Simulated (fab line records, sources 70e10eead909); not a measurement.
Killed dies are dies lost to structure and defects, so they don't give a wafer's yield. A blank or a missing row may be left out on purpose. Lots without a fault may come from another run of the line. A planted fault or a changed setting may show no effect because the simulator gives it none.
Which tool did it? | flow nand_harc | 24 lots, 72 wafers sampled, at 5 steps of a route of 1302

WHAT THE GAUGES READ, wafer by wafer
NHARC_A_BLC_CD_MEAS_19.
lot  | measured     | on        | cd_nm (nm)
L074 | day 22 14:16 | cd_sem-03 | 99.4 104.3 98.5
L075 | day 23 09:50 | cd_sem-02 | 99.0 98.3 97.4
L079 | day 23 21:11 | cd_sem-01 | 101.7 102.4 99.2
L077 | day 23 21:26 | cd_sem-03 | 98.2 96.4 100.6
L078 | day 24 01:59 | cd_sem-03 | 101.4 95.8 105.6
L076 | day 24 03:35 | cd_sem-02 | 99.9 97.2 101.0
L080 | day 25 05:45 | cd_sem-02 | 98.6 99.1 98.5
L081 | day 25 11:59 | cd_sem-02 | 96.0 100.2 92.7
L082 | day 25 15:59 | cd_sem-02 | 103.5 95.6 97.7
L085 | day 27 09:14 | cd_sem-03 | 96.7 99.1 96.9
L084 | day 27 17:58 | cd_sem-01 | 96.4 101.0 103.5
L086 | day 27 21:07 | cd_sem-01 | 105.9 106.0 103.1
L083 | day 28 00:28 | cd_sem-03 | 96.0 100.6 97.6
L087 | day 28 06:46 | cd_sem-02 | 101.3 102.2 101.6
L088 | day 28 16:46 | cd_sem-02 | 96.2 96.8 96.7
L089 | day 28 18:23 | cd_sem-01 | 99.0 98.1 98.6
L090 | day 29 07:15 | cd_sem-03 | 98.6 101.0 101.5
L091 | day 29 20:14 | cd_sem-03 | 95.8 102.3 103.2
L092 | day 30 02:55 | cd_sem-03 | 98.9 99.8 99.7
L093 | day 30 17:25 | cd_sem-01 | 102.1 101.4 100.6
L094 | day 31 00:08 | cd_sem-01 | 98.6 99.8 101.4
L095 | day 31 04:22 | cd_sem-01 | 100.5 101.8 99.8
L096 | day 31 12:50 | cd_sem-02 | 100.4 97.8 95.9
L097 | day 32 20:06 | cd_sem-03 | 98.4 101.7 97.9

NHARC_A_M0_OVL_MEAS_10: pitch 160 nm.
lot  | measured     | on         | overlay_x_nm (nm) | overlay_y_nm (nm)
L074 | day 22 17:19 | overlay-01 | 0.2 -0.4 -0.2     | -0.8 -0.2 -1.2
L075 | day 23 12:52 | overlay-02 | 2.0 2.2 2.6       | 0.4 0.0 0.0
L079 | day 24 00:10 | overlay-01 | 0.1 0.6 0.8       | -0.2 0.0 -0.4
L077 | day 24 00:41 | overlay-02 | 0.7 1.0 0.2       | -0.1 0.0 0.4
L078 | day 24 04:58 | overlay-01 | 0.2 0.4 0.7       | 0.9 0.9 0.8
L076 | day 24 06:26 | overlay-02 | -0.3 -0.6 -0.4    | 0.0 -0.3 -0.4
L080 | day 25 08:43 | overlay-02 | 0.9 1.0 0.6       | 0.1 -0.3 -0.2
L081 | day 25 14:50 | overlay-02 | -0.8 -0.3 -0.7    | 0.3 0.8 0.7
L082 | day 25 18:57 | overlay-02 | -0.1 -0.5 -0.1    | 0.9 0.6 0.3
L085 | day 27 12:39 | overlay-01 | -0.4 -0.4 0.1     | 0.4 0.9 0.0
L084 | day 27 21:35 | overlay-02 | -0.2 -1.0 -0.5    | -0.3 -0.1 0.4
L086 | day 27 23:58 | overlay-02 | 0.3 0.8 0.7       | 0.2 0.6 0.0
L083 | day 28 03:41 | overlay-01 | -0.6 0.1 -0.2     | -1.3 -0.5 -0.9
L087 | day 28 09:44 | overlay-02 | 0.8 0.9 0.5       | -1.1 -0.9 -0.8
L088 | day 28 19:44 | overlay-01 | -1.0 -1.5 -1.4    | 1.2 0.8 0.5
L089 | day 28 21:22 | overlay-01 | 0.2 0.4 0.0       | 0.1 0.4 0.3
L090 | day 29 10:19 | overlay-01 | 0.2 0.0 0.2       | 0.1 0.7 0.4
L091 | day 29 23:13 | overlay-01 | 0.7 1.0 1.0       | -0.8 -0.6 -1.0
L092 | day 30 05:55 | overlay-02 | 0.2 0.8 0.1       | 0.5 0.6 0.7
L093 | day 30 20:22 | overlay-01 | 0.6 0.6 0.9       | 0.3 0.4 0.0
L094 | day 31 03:07 | overlay-01 | 1.1 0.0 0.4       | -0.2 -0.6 -1.1
L095 | day 31 07:22 | overlay-02 | 1.2 1.3 1.2       | 0.3 0.2 0.2
L096 | day 31 16:11 | overlay-02 | 0.3 0.2 0.3       | -0.5 0.0 -0.2
L097 | day 32 23:05 | overlay-02 | 0.1 0.5 -0.2      | -1.6 -1.2 -1.5

NHARC_A_M1_INSPECT_11.
lot  | measured     | on                | raw_defect_count
L074 | day 22 21:17 | defect_inspect-02 | 80 77 63
L075 | day 23 16:58 | defect_inspect-01 | 95 106 95
L079 | day 24 04:17 | defect_inspect-02 | 62 54 62
L077 | day 24 04:50 | defect_inspect-01 | 89 89 73
L078 | day 24 09:05 | defect_inspect-01 | 89 83 69
L076 | day 24 10:37 | defect_inspect-02 | 55 55 51
L080 | day 25 12:47 | defect_inspect-02 | 83 68 66
L081 | day 25 18:47 | defect_inspect-01 | 153 119 111
L082 | day 25 23:13 | defect_inspect-02 | 148 144 147
L085 | day 27 16:45 | defect_inspect-01 | 24 24 21
L084 | day 28 01:40 | defect_inspect-01 | 73 67 64
L086 | day 28 04:21 | defect_inspect-02 | 130 146 138
L083 | day 28 07:50 | defect_inspect-02 | 78 96 85
L087 | day 28 13:49 | defect_inspect-01 | 106 94 97
L088 | day 28 23:50 | defect_inspect-02 | 96 96 104
L089 | day 29 01:29 | defect_inspect-01 | 115 99 103
L090 | day 29 14:26 | defect_inspect-01 | 35 36 35
L091 | day 30 03:10 | defect_inspect-01 | 99 103 109
L092 | day 30 10:01 | defect_inspect-01 | 90 75 85
L093 | day 31 00:26 | defect_inspect-01 | 68 79 66
L094 | day 31 07:13 | defect_inspect-02 | 38 34 45
L095 | day 31 11:31 | defect_inspect-01 | 84 80 77
L096 | day 31 20:17 | defect_inspect-02 | 33 40 46
L097 | day 33 03:10 | defect_inspect-02 | 111 116 90

WHICH TOOL RAN EACH LOT (tool, then ch and the chambers of the sampled wafers, then the start)
lot  | NHARC_A_BLC_CVD_24                       | NHARC_A_M0_STRIP_18
L074 | cvd_w-02 ch 0,1, day 22 17:19 or earlier | rie_diel-12 ch 2,3, day 22 17:49
L075 | cvd_w-01 ch 0,1, day 23 12:52 or earlier | rie_diel-01 ch 0,1,3, day 23 13:22
L079 | cvd_w-02 ch 0,1, day 24 00:10 or earlier | rie_diel-12 ch 0,1, day 24 00:38
L077 | cvd_w-02 ch 0, day 24 00:41 or earlier   | rie_diel-12 ch 1,2,3, day 24 01:13
L078 | cvd_w-02 ch 0,1, day 24 04:58 or earlier | rie_diel-12 ch 1,2, day 24 05:28
L076 | cvd_w-02 ch 0,1, day 24 06:26 or earlier | rie_diel-09 ch 1,2, day 24 06:54
L080 | cvd_w-02 ch 0,1, day 25 08:43 or earlier | rie_diel-12 ch 1,2, day 25 09:11
L081 | cvd_w-01 ch 0,1, day 25 14:50 or earlier | rie_diel-12 ch 1,3, day 25 15:18
L082 | cvd_w-02 ch 0,1, day 25 18:57 or earlier | rie_diel-12 ch 0,1,3, day 25 19:28
L085 | cvd_w-01 ch 0, day 27 12:39 or earlier   | rie_diel-09 ch 0,2, day 27 13:08
L084 | cvd_w-01 ch 0,1, day 27 21:35 or earlier | rie_diel-09 ch 0,1,2, day 27 22:06
L086 | cvd_w-02 ch 0,1, day 27 23:58 or earlier | rie_diel-12 ch 0,1,2, day 28 00:33
L083 | cvd_w-01 ch 0,1, day 28 03:41 or earlier | rie_diel-12 ch 1,2,3, day 28 04:13
L087 | cvd_w-01 ch 0, day 28 09:44 or earlier   | rie_diel-01 ch 1,2,3, day 28 10:15
L088 | cvd_w-01 ch 0,1, day 28 19:44 or earlier | rie_diel-01 ch 1,2,3, day 28 20:14
L089 | cvd_w-02 ch 0,1, day 28 21:22 or earlier | rie_diel-12 ch 1,2,3, day 28 21:51
L090 | cvd_w-02 ch 0,1, day 29 10:19 or earlier | rie_diel-01 ch 0,1,2, day 29 10:50
L091 | cvd_w-02 ch 0,1, day 29 23:13 or earlier | rie_diel-09 ch 0,1,2, day 29 23:44
L092 | cvd_w-02 ch 0, day 30 05:55 or earlier   | rie_diel-01 ch 0,1,2, day 30 06:27
L093 | cvd_w-02 ch 0,1, day 30 20:22 or earlier | rie_diel-01 ch 0,2, day 30 20:51
L094 | cvd_w-02 ch 0,1, day 31 03:07 or earlier | rie_diel-09 ch 0,1,2, day 31 03:36
L095 | cvd_w-02 ch 0,1, day 31 07:22 or earlier | rie_diel-01 ch 0,1,2, day 31 07:56
L096 | cvd_w-02 ch 1, day 31 16:11 or earlier   | rie_diel-12 ch 0,1,3, day 31 16:40
L097 | cvd_w-01 ch 0,1, day 32 23:05 or earlier | rie_diel-01 ch 0,1,2, day 32 23:36
- NHARC_A_BLC_CVD_24: deposits W, target thk 150 nm, time 434 s.
- NHARC_A_M0_STRIP_18: strips in N2/H2.

WHAT THE TOOLS THEMSELVES READ (means of the sampled wafers that have a number; where no wafer has one, the mark that the record gives instead)
NHARC_A_BLC_CVD_24.
lot  | tool     | heater_power_w (W) | mfc_ar_sccm (sccm) | throttle_valve_pct (%)
L074 | cvd_w-02 | 525                | 1561               | 7.84
L075 | cvd_w-01 | 495                | 1561               | 7.89
L079 | cvd_w-02 | 522                | 1564               | 8.00
L077 | cvd_w-02 | 482                | 1559               | 8.28
L078 | cvd_w-02 | 514                | 1560               | 7.98
L076 | cvd_w-02 | 549                | 1560               | 7.80
L080 | cvd_w-02 | 520                | 1561               | 7.93
L081 | cvd_w-01 | 495                | 1557               | 7.97
L082 | cvd_w-02 | 546                | 1560               | 7.86
L085 | cvd_w-01 | 533                | 1557               | 7.54
L084 | cvd_w-01 | 519                | 1563               | 7.70
L086 | cvd_w-02 | 510                | 1565               | 7.81
L083 | cvd_w-01 | 516                | 1561               | 7.82
L087 | cvd_w-01 | 538                | 1563               | 7.75
L088 | cvd_w-01 | 522                | 1557               | 7.65
L089 | cvd_w-02 | 513                | 1565               | 7.66
L090 | cvd_w-02 | 559                | 1559               | 7.76
L091 | cvd_w-02 | 520                | 1563               | 8.01
L092 | cvd_w-02 | 472                | 1564               | 8.03
L093 | cvd_w-02 | 519                | 1562               | 7.72
L094 | cvd_w-02 | 567                | 1560               | 7.98
L095 | cvd_w-02 | 564                | 1555               | 7.88
L096 | cvd_w-02 | 611                | 1563               | 7.93
L097 | cvd_w-01 | 508                | 1561               | 7.66

NHARC_A_M0_STRIP_18.
lot  | tool        | drypump_motor_current_A (A) | mfc_ar_sccm (sccm) | oes_product_au (a.u.) | rf_vpp_V (V) | showerhead_plenum_p_Torr (Torr) | throttle_valve_pct (%)
L074 | rie_diel-12 | 5.9                         | 0.013              | 1.005                 | 90.9         | 2.13                            | 14.172
L075 | rie_diel-01 | 5.6                         | 0.004              | 1.001                 | 90.8         | 2.01                            | 14.169
L079 | rie_diel-12 | 5.0                         | 0.000              | 1.010                 | 90.5         | 1.96                            | 14.182
L077 | rie_diel-12 | 5.8                         | 0.006              | 1.007                 | 90.9         | 2.12                            | 14.166
L078 | rie_diel-12 | 5.5                         | 0.006              | 1.009                 | 90.5         | 2.08                            | 14.168
L076 | rie_diel-09 | 6.3                         | 0.014              | 1.010                 | 90.9         | 1.95                            | 14.172
L080 | rie_diel-12 | 5.6                         | 0.006              | 1.003                 | 90.5         | 2.08                            | 14.166
L081 | rie_diel-12 | 5.6                         | 0.000              | 1.011                 | 91.0         | 2.11                            | 14.176
L082 | rie_diel-12 | 5.4                         | 0.000              | 1.009                 | 90.0         | 2.05                            | 14.174
L085 | rie_diel-09 | 5.9                         | 0.005              | 0.989                 | 90.7         | 2.10                            | 14.169
L084 | rie_diel-09 | 6.0                         | 0.009              | 0.997                 | 90.3         | 2.04                            | 14.164
L086 | rie_diel-12 | 5.4                         | 0.006              | 0.999                 | 89.5         | 2.03                            | 14.174
L083 | rie_diel-12 | 5.8                         | 0.006              | 1.003                 | 90.3         | 2.12                            | 14.173
L087 | rie_diel-01 | 5.9                         | 0.008              | 0.998                 | 91.2         | 2.06                            | 14.173
L088 | rie_diel-01 | 5.9                         | 0.008              | 0.998                 | 91.2         | 2.06                            | 14.172
L089 | rie_diel-12 | 5.8                         | 0.006              | 0.998                 | 91.4         | 2.12                            | 14.163
L090 | rie_diel-01 | 5.5                         | 0.012              | 1.000                 | 90.3         | 2.02                            | 14.163
L091 | rie_diel-09 | 6.0                         | 0.009              | 0.994                 | 90.5         | 2.04                            | 14.168
L092 | rie_diel-01 | 5.5                         | 0.012              | 0.993                 | 90.8         | 2.02                            | 14.172
L093 | rie_diel-01 | 5.5                         | 0.017              | 0.995                 | 91.0         | 2.03                            | 14.166
L094 | rie_diel-09 | 6.0                         | 0.009              | 0.995                 | 90.6         | 2.04                            | 14.165
L095 | rie_diel-01 | 5.5                         | 0.012              | 1.003                 | 90.3         | 2.02                            | 14.166
L096 | rie_diel-12 | 5.4                         | 0.000              | 0.994                 | 91.5         | 2.05                            | 14.165
L097 | rie_diel-01 | 5.5                         | 0.012              | 0.991                 | 90.8         | 2.02                            | 14.170

THE ANSWER, worked out from the rows above alone
Rule: what is usual is taken from the lots themselves. Put in order of their means at a reading, lots are off if they are a third of the lots or fewer, leave a main group of 4 or more, and stand apart from it by a gap of 3 or more times the standard deviation of the main group's means; of several such gaps the widest counts. A main group whose means are all the same, to the digits that the tables above print for the reading, isn't used. A lot without any number at a reading at which 4 lots or more have one is off too. The other lots that the step has rows for count as sound. The gauges are gone through in route order, then the tools' own readings, and for those a lot's mean is taken as printed above. The first step at which some lot is off is used, and at that step the reading that is off furthest; a lot without a number counts as furthest.
No lot is off at any reading shown: from this, nothing can be told.

WHAT THE SIMULATOR HAD PUT IN
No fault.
